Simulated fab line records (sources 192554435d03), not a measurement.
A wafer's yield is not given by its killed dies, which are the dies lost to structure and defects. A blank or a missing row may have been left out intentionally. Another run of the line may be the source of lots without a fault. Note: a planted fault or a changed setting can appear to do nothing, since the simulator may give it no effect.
fab line records	flow n5Finfet
[record] lots = 7	wafers = 21
route steps=1938 shown BEOL_M10@1480 BEOL_M11@1560
startH: the number of hours between the record's first day and the start of the first shown wafer of the lot	waitH: time in hours since the lot's previous step	" the same as in the row above	L1.1+2: a row that stands for several wafers	- no value, or no start given	* or withheld: withheld	< > ~ a bound
route shown NAME@n: names a module that has steps shown in the file, with the first one's number in the route	usual: mean/standard deviation taken from wafers without a fault	same: alike in all rows	chamber/n: place in a boat	sites: each site's reading	_std_site: standard deviation of those values	_edge_site: mean of outer sites minus mean of inner sites	radiusMm: how far each site lies from the wafer's centre	mask NAME#n: copy n	behind: tool/chamber where the wafer was last shaped	hold: why the lot was held/for how many hours/how that ended	device: whichever transistor did not switch (one of n, p or np)	end of line: the tests these same wafers got at the end of their route	a step with no rows: only its recipe	killed: not the wafer's yield, but the dies lost to structure and defects at the first sort	map: a wafer's dies, x killed, . not, _ none there
set.NAME: the setting as run; set.NAME@STEP: as run at that earlier step	model.NAME: the simulator's own value behind a step, which no gauge read
lots where settings were altered on purpose, with a table for each step and a row for each wafer
[[steps]]
[step N5_BEOL_M10_EXPOSE_08]
[recipe] maskId = M10	na = 1.35	sourceShape = dipole	sigmaInner = 0.411	sigmaOuter = 0.611	polarization = te	doseMj = 53.75
lot.wafer	tool	chamber	startH	waitH	mask	set.doseMj
L076.2+3+4	arfiScanner-01	0	229.38	-	M10#0	53.75
L078.1+6	arfiScanner-02	0	251.93	-	M10#0	53.75
L078.4	"	0	"	"	M10#0	57.56
L079.1+2+4	arfiScanner-03	0	252.33	-	M10#0	53.75
L084.1+3	arfiScanner-02	0	291.48	-	M10#0	53.75
L084.6	"	0	"	"	M10#0	56.51
L088.1+5+6	arfiScanner-03	0	296.70	-	M10#0	53.75
L087.1+4	arfiScanner-02	0	296.92	-	M10#0	56.38
L087.5	"	0	"	"	M10#0	53.75
L090.3	arfiScanner-01	0	312.59	-	M10#0	53.75
L090.5+6	"	0	"	"	M10#0	55.96
[step N5_BEOL_M10_PEB_09]
[recipe] pebTempC = withheld	pebTimeS = 60	resist = CAR-ArF
[step N5_BEOL_M10_DEVELOP_10]
[recipe] developTimeS = 30	developer = TMAH	resist = CAR-ArF	rinseLiquid = diw	dry = airSpin	devTempC = 23
lot.wafer	tool	chamber	startH	waitH	set.spinRpm@BEOL_M10_COAT_05	model.CAR-ArF_of_BEOL_M10_COAT_05.thkNm
L076.2	lithoTrack-05	0	-	-	1500	88.8
L076.3+4	"	0	"	"	1570	86.8
L078.1	lithoTrack-01	0	-	-	1668	83.8
L078.4	"	0	"	"	1500	88.6
L078.6	"	0	"	"	1668	83.6
L079.1	lithoTrack-05	0	-	-	1500	88.4
L079.2	"	0	"	"	1652	84.2
L079.4	"	0	"	"	1500	88.6
L084.1	lithoTrack-01	0	-	-	1500	88
L084.3	"	0	"	"	1566	86.6
L084.6	"	0	"	"	1500	88.4
L088.1	lithoTrack-02	0	-	-	1500	88.8
L088.5	"	0	"	"	1500	89
L088.6	"	0	"	"	1500	88.6
L087.1	lithoTrack-02	0	-	-	1500	88.8
L087.4	"	0	"	"	1500	89
L087.5	"	0	"	"	1500	88.6
L090.3+6	lithoTrack-01	0	-	-	1344	93.6
L090.5	"	0	"	"	1500	88.6
[step N5_BEOL_M10_CD_MEAS_11]
[recipe] targetCdNm = 64.1	landingEnergyEv = 500	detector = seInlens	polarity = opening
[usual] cdNm = 63.9/0.59
lot.wafer	tool	chamber	startH	waitH	set.doseMj@BEOL_M10_EXPOSE_08	cdNm
L076.2	cdSem-03	0	229.50	-	53.75	63.7
L076.3	"	0	"	"	53.75	63.6
L076.4	"	0	"	"	53.75	64.1
L078.1	cdSem-02	0	252.05	-	53.75	65.1
L078.4	"	0	"	"	57.56	68.5
L078.6	"	0	"	"	53.75	64.7
L079.1	cdSem-02	0	252.46	-	53.75	64.2
L079.2	"	0	"	"	53.75	64.7
L079.4	"	0	"	"	53.75	64.1
L084.1	cdSem-03	0	291.61	-	53.75	64.4
L084.3	"	0	"	"	53.75	65.2
L084.6	"	0	"	"	56.51	66.6
L088.1	cdSem-03	0	296.82	-	53.75	64.1
L088.5	"	0	"	"	53.75	64.7
L088.6	"	0	"	"	53.75	64.3
L087.1	cdSem-01	0	297.04	-	56.38	65.9
L087.4	"	0	"	"	56.38	64.9
L087.5	"	0	"	"	53.75	62.7
L090.3	cdSem-03	0	312.71	-	53.75	62.8
L090.5	"	0	"	"	55.96	65.8
L090.6	"	0	"	"	55.96	65.9
[step N5_BEOL_M10_DESCUM_16]
[recipe] chemistry = O2	timeS = 7.9	sourcePowerW = 50	biasPowerW = 20	pressureMtorr = 20	rfFrequencyHz = 2.712e+07	tempC = 40	resist = CAR-ArF	o2FlowSccm = 225
[step N5_BEOL_M10_ETCH_61]
[recipe] chemistry = CF4	target = SiARC	targetDepthA = 390	maskMaterial = CAR-ArF	timeS = 65	ionEnergyEv = 80	pressureMtorr = 40	sourceW = 545	biasW = 36	Ar_flow_sccm = 100	cf4FlowSccm = 100	ends = cleared
lot.wafer	tool	chamber	startH	waitH	set.spinRpm@BEOL_M10_COAT_05	set.doseMj@BEOL_M10_EXPOSE_08	model.BEOL_M10.cdOffsetNm	model.CAR-ArF_of_BEOL_M10_COAT_05.thkNm
L076.2	rieDiel-03	3	229.63	0.0	1500	53.75	-0.6	55.8
L076.3	"	0	"	"	1570	53.75	-0.4	54
L076.4	"	1	"	"	1570	53.75	0	54
L078.1	rieDiel-03	0	252.18	0.0	1668	53.75	0.6	51
L078.4	"	3	"	"	1500	57.56	4.2	55.6
L078.6	"	0	"	"	1668	53.75	0.8	50.8
L079.1	rieDiel-03	1	252.88	0.0	1500	53.75	0	55.4
L079.2	"	0	"	"	1652	53.75	0.6	51.4
L079.4	"	0	"	"	1500	53.75	0.4	55.6
L084.1	rieDiel-03	1	291.88	0.0	1500	53.75	0.4	55.2
L084.3	"	0	"	"	1566	53.75	1.2	53.8
L084.6	"	1	"	"	1500	56.51	2.4	55.4
L088.1	rieDiel-02	2	296.95	0.0	1500	53.75	0	56
L088.5	"	3	"	"	1500	53.75	0.4	56.4
L088.6	"	2	"	"	1500	53.75	0	55.8
L087.1	rieDiel-04	2	297.17	0.0	1500	56.38	2	55.8
L087.4	"	1	"	"	1500	56.38	1	56
L087.5	"	1	"	"	1500	53.75	-1.4	55.6
L090.3	rieDiel-04	0	312.83	0.0	1344	53.75	-1.6	60.6
L090.5	"	0	"	"	1500	55.96	1.6	55.8
L090.6	"	3	"	"	1344	55.96	1.6	60.8
[step N5_BEOL_M10_ETCH_62]
[recipe] chemistry = N2/H2	target = SOC	targetDepthA = 1100	overetchA = 220	maskMaterial = SiARC	tempC = 40	timeS = 165	ionEnergyEv = 200	pressureMtorr = 30	sourceW = 840	biasW = 150	n2FlowSccm = 200	h2FlowSccm = 200
lot.wafer	tool	chamber	startH	waitH	set.doseMj@BEOL_M10_EXPOSE_08	model.BEOL_M10.cdOffsetNm
L076.2	rieDiel-03	3	229.68	0.0	53.75	-0.6
L076.3	"	0	"	"	53.75	-0.2
L076.4	"	1	"	"	53.75	0.2
L078.1	rieDiel-03	0	252.23	0.0	53.75	0.6
L078.4	"	3	"	"	57.56	4.4
L078.6	"	0	"	"	53.75	0.8
L079.1	rieDiel-03	1	252.93	0.0	53.75	0.2
L079.2	"	0	"	"	53.75	0.6
L079.4	"	0	"	"	53.75	0.4
L084.1	rieDiel-03	1	291.93	0.0	53.75	0.4
L084.3	"	0	"	"	53.75	1
L084.6	"	1	"	"	56.51	2.4
L088.1+5+6	rieDiel-02	2,3,2	297.00	0.0	53.75	0.2
L087.1	rieDiel-04	2	297.22	0.0	56.38	2
L087.4	"	1	"	"	56.38	1
L087.5	"	1	"	"	53.75	-1.4
L090.3	rieDiel-04	0	312.88	0.0	53.75	-1.8
L090.5+6	"	0,3	"	"	55.96	1.6
[step N5_BEOL_M10_STRIP_68]
[recipe] chemistry = N2/H2	tempC = 40	n2FlowSccm = 200	h2FlowSccm = 200	rfFrequencyHz = 6e+07
[step N5_BEOL_M10_STRIP_67]
[recipe] chemistry = CF4	resist = SiARC	powerW = 300	biasPowerW = 75	pressureMtorr = 50	cf4FlowSccm = 150	rfFrequencyHz = 6e+07
[step N5_BEOL_M10_HM_OPEN_17]
[recipe] chemistry = Cl2/BCl3	targetDepthA = 200	overetchA = 60	target = TiN	maskMaterial = SOC	ionEnergyEv = 150	pressureMtorr = 10	icpW = 1000	biasW = 126	Cl2_flow_sccm = 53.25	bcl3FlowSccm = 21.75	Ar_flow_sccm = 25
lot.wafer	tool	chamber	startH	waitH	set.doseMj@BEOL_M10_EXPOSE_08	model.BEOL_M10.cdOffsetNm
L076.2	rieMetal-01	1	229.86	0.0	53.75	-0.6
L076.3	"	0	"	"	53.75	-0.2
L076.4	"	1	"	"	53.75	0.2
L078.1+6	rieMetal-02	1	252.41	0.0	53.75	0.8
L078.4	"	0	"	"	57.56	4.4
L079.1	rieMetal-02	0	253.12	0.0	53.75	0
L079.2	"	1	"	"	53.75	0.4
L079.4	"	0	"	"	53.75	0.2
L084.1	rieMetal-02	0	292.12	0.0	53.75	0.4
L084.3	"	0	"	"	53.75	1
L084.6	"	1	"	"	56.51	2.4
L088.1+6	rieMetal-03	1	297.18	0.0	53.75	0.4
L088.5	"	0	"	"	53.75	0.2
L087.1	rieMetal-01	1	297.40	0.0	56.38	2
L087.4	"	0	"	"	56.38	1
L087.5	"	0	"	"	53.75	-1.4
L090.3	rieMetal-03	0	313.09	0.1	53.75	-1.6
L090.5+6	"	0,1	"	"	55.96	1.6
[step N5_BEOL_M10_STRIP_19]
[recipe] chemistry = O2	powerW = 400	tempC = 40	pressureMtorr = 30	rfFrequencyHz = 6e+07	biasPowerW = 0	overashFraction = 0.2	o2FlowSccm = 225
[step N5_BEOL_M10_CD_MEAS_18]
[recipe] pitchNm = 140	targetCdNm = 70
[usual] cdNm = 69.8/0.65
lot.wafer	tool	chamber	startH	waitH	set.doseMj@BEOL_M10_EXPOSE_08	cdNm
L076.2	cdSem-02	-	230.05	0.1	53.75	69.1
L076.3	"	-	"	"	53.75	69.9
L076.4	"	-	"	"	53.75	70.2
L078.1	cdSem-02	-	252.79	0.0	53.75	70.8
L078.4	"	-	"	"	57.56	74.5
L078.6	"	-	"	"	53.75	70.7
L079.1	cdSem-03	-	253.30	0.0	53.75	69.8
L079.2	"	-	"	"	53.75	70.4
L079.4	"	-	"	"	53.75	70.0
L084.1	cdSem-02	-	292.30	0.0	53.75	70.3
L084.3	"	-	"	"	53.75	71.0
L084.6	"	-	"	"	56.51	72.3
L088.1	cdSem-01	-	297.40	0.0	53.75	70.3
L088.5	"	-	"	"	53.75	70.1
L088.6	"	-	"	"	53.75	70.3
L087.1	cdSem-01	-	297.59	0.0	56.38	71.9
L087.4	"	-	"	"	56.38	70.7
L087.5	"	-	"	"	53.75	68.7
L090.3	cdSem-01	-	313.25	0.1	53.75	68.5
L090.5	"	-	"	"	55.96	71.6
L090.6	"	-	"	"	55.96	71.6
[step N5_BEOL_M10_VIA_ETCH_34]
[recipe] chemistry = C4F6/O2	target = SiCOH_lowk	targetDepthA = 1845	maskMaterial = SOC	taperDeg = 4	timeS = 69.2	ionEnergyEv = 250	pressureMtorr = 30	sourceW = 345	biasW = 185	Ar_flow_sccm = 300	C4F6_flow_sccm = 10	O2_flow_sccm = 10
[usual] rfVppV = 673/12
lot.wafer	tool	chamber	startH	waitH	set.biasW	rfVppV
L076.2	rieDiel-02	3	231.87	0.0	185	680
L076.3	"	1	"	"	185	665
L076.4	"	2	"	"	200.6	701
L078.1	rieDiel-04	2	255.04	0.0	185	666
L078.4	"	2	"	"	176.6	640
L078.6	"	1	"	"	185	682
L079.1	rieDiel-03	1	255.08	0.0	212.6	762
L079.2	"	0	"	"	185	686
L079.4	"	0	"	"	212.6	762
L084.1	rieDiel-03	1	294.50	0.0	185	684
L084.3	"	2	"	"	185	696
L084.6	"	0	"	"	185	684
L088.1	rieDiel-03	0	299.20	0.0	185	684
L088.5	"	1	"	"	185	683
L088.6	"	2	"	"	185	694
L087.1	rieDiel-02	3	299.55	0.0	162.9	615
L087.4	"	0	"	"	185	677
L087.5	"	1	"	"	162.9	601
L090.3	rieDiel-02	2	314.06	0.0	185	658
L090.5	"	0	"	"	185	675
L090.6	"	3	"	"	185	681
[step N5_BEOL_M10_TRENCH_ETCH_37]
[recipe] chemistry = C4F6/O2	targetDepthA = 1488.3	target = SiCOH_lowk	timeS = 48	ionEnergyEv = 250	pressureMtorr = 30	sourceW = 345	biasW = 185	Ar_flow_sccm = 300	C4F6_flow_sccm = 10	O2_flow_sccm = 10
[usual] rfVppV = 673/12
lot.wafer	tool	chamber	startH	waitH	set.biasW	rfVppV
L076.2	rieDiel-02	3	-	-	185	681
L076.3	"	1	"	"	185	664
L076.4	"	2	"	"	185	657
L078.1	rieDiel-04	2	-	-	185	665
L078.4	"	2	"	"	185	666
L078.6	"	1	"	"	185	682
L079.1	rieDiel-03	1	-	-	160.5	611
L079.2	"	0	"	"	185	685
L079.4	"	0	"	"	185	685
L084.1	rieDiel-03	1	-	-	185	684
L084.3	"	2	"	"	194	724
L084.6	"	0	"	"	185	683
L088.1	rieDiel-03	0	-	-	185	683
L088.5	"	1	"	"	185	683
L088.6	"	2	"	"	185	696
L087.1	rieDiel-02	3	-	-	185	681
L087.4	"	0	"	"	215.3	762
L087.5	"	1	"	"	215.3	749
L090.3	rieDiel-02	2	-	-	200.4	699
L090.5	"	0	"	"	200.4	719
L090.6	"	3	"	"	185	680
[step N5_BEOL_M10_ETCH_41]
[recipe] chemistry = CH3F/O2	target = SiCN	targetDepthA = 426	taperDeg = 2	timeS = 86	ionEnergyEv = 120	maskMaterial = TiN	pressureMtorr = 30	sourceW = 395	biasW = 75	Ar_flow_sccm = 150	CH3F_flow_sccm = 30	O2_flow_sccm = 20
[step N5_BEOL_M10_STRIP_77]
[recipe] chemistry = N2/H2	timeS = 10	powerW = 450	tempC = 40	pressureMtorr = 20	rfFrequencyHz = 6e+07	biasPowerW = 7	n2FlowSccm = 200	h2FlowSccm = 200
[step N5_BEOL_M10_PRECLEAN_42]
[recipe] chemistry = residueRemover	timeS = 60	tempC = 40
[step N5_BEOL_M10_SRD_43]
[recipe] timeS = 30	tempC = 23	rinseLiquid = diw	dry = ipaMarangoni
[step N5_BEOL_M10_CD_MEAS_35]
[recipe] targetCdNm = 70	polarity = opening
[usual] cdNm = 69.8/0.64
lot.wafer	tool	chamber	startH	waitH	set.doseMj@BEOL_M10_EXPOSE_08	cdNm
L076.2	cdSem-03	-	232.31	0.0	53.75	69.6
L076.3	"	-	"	"	53.75	69.7
L076.4	"	-	"	"	53.75	70.0
L078.1	cdSem-02	-	255.47	0.0	53.75	71.1
L078.4	"	-	"	"	57.56	74.6
L078.6	"	-	"	"	53.75	70.8
L079.1	cdSem-03	-	255.52	0.0	53.75	69.8
L079.2	"	-	"	"	53.75	70.3
L079.4	"	-	"	"	53.75	70.6
L084.1	cdSem-02	-	294.94	0.0	53.75	70.4
L084.3	"	-	"	"	53.75	70.9
L084.6	"	-	"	"	56.51	72.3
L088.1	cdSem-03	-	299.64	0.0	53.75	70.5
L088.5	"	-	"	"	53.75	70.2
L088.6	"	-	"	"	53.75	70.3
L087.1	cdSem-03	-	299.99	0.0	56.38	72.0
L087.4	"	-	"	"	56.38	71.1
L087.5	"	-	"	"	53.75	68.6
L090.3	cdSem-01	-	314.50	0.0	53.75	68.4
L090.5	"	-	"	"	55.96	71.8
L090.6	"	-	"	"	55.96	71.7
[step N5_BEOL_M11_COAT_63]
[recipe] resist = SOC	tempC = 250	timeS = 60	spinRpm = 1500	resistThkNm = 100
lot.wafer	tool	chamber	startH	waitH	set.spinRpm	model.SOC_of_BEOL_M11_COAT_63.thkNm
L076.2	lithoTrack-02	0	238.19	0.6	1572	97.8
L076.3	"	0	"	"	1572	98.2
L076.4	"	0	"	"	1500	100.2
L078.1	lithoTrack-03	0	263.50	0.1	1418	103
L078.4	"	0	"	"	1418	102.2
L078.6	"	0	"	"	1500	99.8
L079.1	lithoTrack-02	0	264.91	0.9	1500	100.2
L079.2	"	0	"	"	1628	96.4
L079.4	"	0	"	"	1500	100.4
L084.1	lithoTrack-04	0	301.25	0.0	1500	100.2
L084.3	"	0	"	"	1441	102.4
L084.6	"	0	"	"	1441	102
L087.1	lithoTrack-02	0	307.09	1.1	1625	95.6
L087.4	"	0	"	"	1500	99.6
L087.5	"	0	"	"	1625	96.2
L088.1	lithoTrack-03	0	307.09	1.3	1500	100.4
L088.5	"	0	"	"	1500	100
L088.6	"	0	"	"	1500	100.2
L090.3+6	lithoTrack-04	0	319.32	0.0	1399	104
L090.5	"	0	"	"	1399	103.8
[[key]]
[split] step = N5_BEOL_M10_EXPOSE_08	setting = doseMj	stated = 53.75	by = wafer
[response] step = N5_BEOL_M10_CD_MEAS_11	reading = cdNm	change = +0.516	per = 1%	r = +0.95
[response] step = N5_BEOL_M10_ETCH_61	reading = model.BEOL_M10.cdOffsetNm	change = +0.514	per = 1%	r = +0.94
[response] step = N5_BEOL_M10_ETCH_62	reading = model.BEOL_M10.cdOffsetNm	change = +0.537	per = 1%	r = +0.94
[response] step = N5_BEOL_M10_HM_OPEN_17	reading = model.BEOL_M10.cdOffsetNm	change = +0.524	per = 1%	r = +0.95
[response] step = N5_BEOL_M10_CD_MEAS_18	reading = cdNm	change = +0.517	per = 1%	r = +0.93
[response] step = N5_BEOL_M10_CD_MEAS_35	reading = cdNm	change = +0.531	per = 1%	r = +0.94
[split] step = N5_BEOL_M10_VIA_ETCH_34	setting = biasW	stated = 185	by = wafer
[response] step = N5_BEOL_M10_VIA_ETCH_34	reading = rfVppV	change = +5.17	per = 1%	r = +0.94
[split] step = N5_BEOL_M10_TRENCH_ETCH_37	setting = biasW	stated = 185	by = wafer
[response] step = N5_BEOL_M10_TRENCH_ETCH_37	reading = rfVppV	change = +4.95	per = 1%	r = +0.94
[split] step = N5_BEOL_M11_COAT_63	setting = spinRpm	stated = 1500	by = wafer
[response] step = N5_BEOL_M11_COAT_63	reading = model.SOC_of_BEOL_M11_COAT_63.thkNm	change = -0.464	per = 1%	r = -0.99
split outsideThisFile step=N5_BEOL_M10_COAT_05 setting=spinRpm
// split outsideThisFile: this setting was split too, and the file shows its column; the key of that split is in another file
